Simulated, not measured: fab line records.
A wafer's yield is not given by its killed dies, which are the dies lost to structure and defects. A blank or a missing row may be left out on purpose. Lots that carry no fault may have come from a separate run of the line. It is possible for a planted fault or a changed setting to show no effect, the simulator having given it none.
fab line records | flow nandHarc
[record] lots = 5 wafers = 15 lastDay = 32
route steps=1302 shown A_DECK1_JOINT@533 A_ONON_D2@545
lots with no fault: from the same line, run without faults
startH: start of the lot's first displayed wafer, in hours after the record's first day | waitH: time in hours since the lot's previous step | " as in the row above | L1.1+2: a single row standing in for several wafers | - either no value or no given start | * or withheld: withheld | < > ~ a bound
route shown NAME@n: names a module that has steps shown in the file, with the first one's number in the route | usual: the fault-free wafers' mean and standard deviation | same: alike in all rows | chamber/n: place in a boat | sites: per-site readings | _std_site: the values' standard deviation | _edge_site: mean of outer sites minus mean of inner sites | radiusMm: how far each site lies from the wafer's centre | mask NAME#n: copy n | behind: the tool/chamber that last shaped the wafer | hold: why the lot was held/for how many hours/how that ended | device: which transistor (n, p or np) failed to switch | end of line: tests run on the same wafers once the route is complete | where a step has no rows: the recipe by itself | killed: at the first sort, the dies lost to defects and structure; wafer yield is something else | map: the dies of a wafer, with x for killed, . for not killed, _ for no die there
set.NAME: the setting that was run; set.NAME@STEP: the one run at that earlier step | model.NAME: the simulator's own value behind a step, which no gauge read
lots at selected steps of the route; one table per step, one row per wafer
services: the hour from which a tool's chamber was out of use, counted from the record's first day as startH (under 0 if before that day), plus the number of hours and why
[[steps]]
[step NHARC_A_DECK1_JOINT_CVD_34]
[recipe] targetThkA = 200 tempC = 700 pressureMtorr = 300 material = SiNx
[step NHARC_A_DECK1_JOINT_DEP_06]
[recipe] targetThkA = 800 tempC = 65 material = SiOx
[step NHARC_A_DECK1_JOINT_CURE_26]
[recipe] tempC = 150 timeS = 32 pressureAtm = 0.395
[step NHARC_A_DECK1_JOINT_ANNEAL_27]
[recipe] tempC = 400 timeS = 3600 idleTempC = 300 rampUpCPerMin = 10 densificationPH2oTorr = 640
[step NHARC_A_DECK1_JOINT_ANNEAL_28]
[recipe] tempC = 500 timeS = 1800 idleTempC = 400 rampUpCPerMin = 10 densificationPH2oTorr = 640
[step NHARC_A_DECK1_JOINT_ANNEAL_29]
[recipe] tempC = 750 timeS = 1800 idleTempC = 500 rampUpCPerMin = 10 rampDownCPerMin = 3
[step NHARC_A_DECK1_JOINT_CMP_02]
[recipe] material = SiOx
[usual] edgeZonePressureFrac = 1.000/0.0048 motorCurrentA = 11.5/0.94
// columns lot.wafer tool chamber startH waitH edgeZonePressureFrac motorCurrentA
L692.1 cmp-03 3 279.19 0.4 1.001 12.2
L692.5 " 1 " " 1.000 11.7
L692.6 " 2 " " 1.001 11.4
L698.4 cmp-01 1 352.42 0.4 0.999 13.5
L698.3 " 3 " " 0.997 11.3
L698.6 " 1 " " 1.004 12.6
L708.2 cmp-03 3 447.18 0.4 1.003 11.7
L708.5 " 2 " " 1.007 10.7
L708.6 " 3 " " 1.005 12.0
L709.3 cmp-04 0 458.24 0.4 0.995 11.2
L709.1 " 1 " " 0.998 11.3
L709.5 " 0 " " 0.998 10.7
L713.3 cmp-01 1 489.76 0.4 0.998 13.5
L713.2 " 3 " " 0.999 11.2
L713.4 " 0 " " 1.005 12.3
[step NHARC_A_DECK1_JOINT_SRD_15]
[step NHARC_A_DECK1_JOINT_DEP_16]
[recipe] targetThkA = 450 tempC = 400 pressureTorr = 6.5 rfW = 900 teosFlowSccm = 161.4 flowSccm = 2650 targetThkNm = 45 gas = O2 material = SiO2
[usual] heaterPowerW = 567/110 showerheadVppV = 1809/77 throttleValvePct = 15.9/0.38
// columns lot.wafer tool chamber startH waitH heaterPowerW showerheadVppV sinceWetCleanH throttleValvePct
L692.1 pecvd-01 1 279.58 0.1 701 1710 136 16.2
L692.5 " 0 " " 516 1801 - 15.7
L692.6 " 2 " " 743 1790 - 16.4
L698.3 pecvd-01 1 352.84 0.1 630 1698 29 15.8
L698.4 " 2 " " 828 1791 - 16.4
L698.6 " 0 " " 471 1809 - 15.8
L708.2 pecvd-04 1 447.54 0.1 440 1830 165 16.1
L708.6 " 1 " " 431 1806 - 16.3
L708.5 " 2 " " 568 1950 - 16.1
L709.1 pecvd-01 0 458.63 0.1 485 1796 134 15.8
L709.3 " 2 " " 769 1769 134 16.2
L709.5 " 2 " " 768 1765 - 16.2
L713.2 pecvd-04 2 490.15 0.1 509 1941 27 15.5
L713.3 " 0 " " 630 1769 27 15.7
L713.4 " 1 " " 485 1802 - 15.6
[step NHARC_A_DECK1_JOINT_THK_MEAS_17]
[recipe] thkMeasGauge = ellipsometry
[usual] thkNm = 44.8/1.1
// columns lot.wafer tool chamber startH waitH thkNm
L692.1 filmMetro-01 - 279.83 0.2 46.4
L692.5 " - " " 46.2
L692.6 " - " " 46.2
L698.3 filmMetro-01 - 353.07 0.2 46.0
L698.4 " - " " 43.5
L698.6 " - " " 44.8
L708.2 filmMetro-01 - 447.83 0.3 44.7
L708.5 " - " " 44.7
L708.6 " - " " 45.3
L709.1 filmMetro-02 - 458.91 0.3 45.2
L709.3 " - " " 45.0
L709.5 " - " " 43.3
L713.2 filmMetro-01 - 490.43 0.3 45.0
L713.3 " - " " 44.7
L713.4 " - " " 46.8
[step NHARC_A_DECK1_JOINT_INSPECT_05]
[usual] rawDefectCount = 301/110
// columns lot.wafer tool chamber startH waitH rawDefectCount
L692.1 defectInspect-01 - 279.87 0.0 313
L692.5 " - " " 169
L692.6 " - " " 226
L698.3 defectInspect-02 - 353.10 0.0 388
L698.4 " - " " 331
L698.6 " - " " 238
L708.2 defectInspect-02 - 447.86 0.0 232
L708.5 " - " " 371
L708.6 " - " " 282
L709.1 defectInspect-02 - 458.94 0.0 357
L709.3 " - " " 312
L709.5 " - " " 624
L713.2 defectInspect-02 - 490.47 0.0 241
L713.3 " - " " 194
L713.4 " - " " 300
[step NHARC_A_ONON_D2_DEP_00]
[recipe] targetThkA = 10000 n2FlowSccm = 2750 n2oFlowSccm = 2000 nh3FlowSccm = 500 sih4FlowSccm = 210 tempC = 400
// columns lot.wafer tool chamber startH waitH
L692.1+5+6 pecvdOnon-02 0 279.93 0.1
L698.3+4+6 pecvdOnon-04 0 353.28 0.2
L708.2+5+6 pecvdOnon-04 0 447.99 0.1
L709.1+3+5 pecvdOnon-02 0 459.09 0.1
L713.2+3+4 pecvdOnon-04 0 490.59 0.1
[step NHARC_A_ONON_D2_THK_MEAS_02]
[recipe] thkMeasGauge = ellipsometry
[usual] thkNm = 1003/10
// columns lot.wafer tool chamber startH waitH hold thkNm
L692.1 filmMetro-01 - 280.45 - - 995
L692.5 " - " " - 994
L692.6 " - " " - 995
L698.3 filmMetro-01 - 353.70 - - 1000
L698.4 " - " " - 1000
L698.6 " - " " - 1000
L708.2 filmMetro-02 - 448.44 - - 1004
L708.5 " - " " - 1004
L708.6 " - " " - 1005
L709.1 filmMetro-02 - 459.61 - awaitDispo/0.2h/release 1006
L709.3 " - " " awaitDispo/0.2h/release 1008
L709.5 " - " " awaitDispo/0.2h/release 1076
L709.1 filmMetro-02 - 459.78 0.2 - 1008
L709.3 " - " " - 1008
L709.5 " - " " - 1074
L713.2 filmMetro-01 - 491.05 - - 1001
L713.3 " - " " - 1002
L713.4 " - " " - 1003
[[services]]
// columns tool chamber startH hours kind
cmp-03 - 260.05 4.0 pm
pecvd-01 - 260.23 0.2 repair
cmp-04 - 263.76 4.8 repair
pecvd-04 - 269.18 13.0 pm
cmp-01 - 283.50 4.0 pm
cmp-03 - 300.79 0.4 repair
pecvd-04 - 303.80 1.0 repair
cmp-04 - 307.11 4.0 pm
pecvd-01 - 311.30 13.0 pm
pecvdOnon-04 - 311.54 13.0 pm
cmp-01 - 312.69 1.3 repair
cmp-03 - 358.05 4.0 pm
pecvdOnon-02 - 366.16 13.0 pm
cmp-01 - 381.50 4.0 pm
pecvd-01 0 411.01 3.8 repair
cmp-01 - 417.64 1.4 repair
cmp-03 - 426.25 1.3 repair
pecvd-01 - 447.24 2.4 repair
cmp-03 - 447.66 1.4 repair
pecvd-04 - 450.18 13.0 pm
cmp-03 - 456.08 4.0 pm
cmp-01 - 479.50 4.0 pm
cmp-03 - 488.74 2.6 repair
cmp-01 - 490.56 1.0 repair
[[key]]
[firstSign] step = NHARC_A_ONON_D2_THK_MEAS_02 reading = visit direction = added
[effect] step = NHARC_A_ONON_D2_THK_MEAS_02 reading = thkNm direction = up sigmas = 7.1 usual = 1003 struck = 1076
metAt NHARC_A_ONON_D2_DEP_00
struckWafers L709.5
laterRowsLeftOut L709.5
sortLeftOut L709.5
testerLeftOut L709
onsetBetween 279.93 459.09
[fault] kind = processParameterDrift tool = pecvdOnon-02 chamber = - onsetH = 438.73 steps = NHARC_A_ONON_D2_DEP_00 channel = targetThkA offset = * shape = step endH = 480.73 scope = struckWafersOnly actsIn = * stated = *
// testerLeftOut: of these lots the tester's yield and bins aren't shown, on N5 and GAA mostly nor the transistor test; their killed dies are dies lost to structure and defects alone, not to doping, threshold or leakage, so they don't give the yield
// sortLeftOut: the simulated sort isn't trusted on such a fault, so these wafers' sort isn't shown, and their yield isn't known
// laterRowsLeftOut: the simulator's readings of these wafers behind a module that went badly wrong aren't trusted and aren't shown, but for the sort
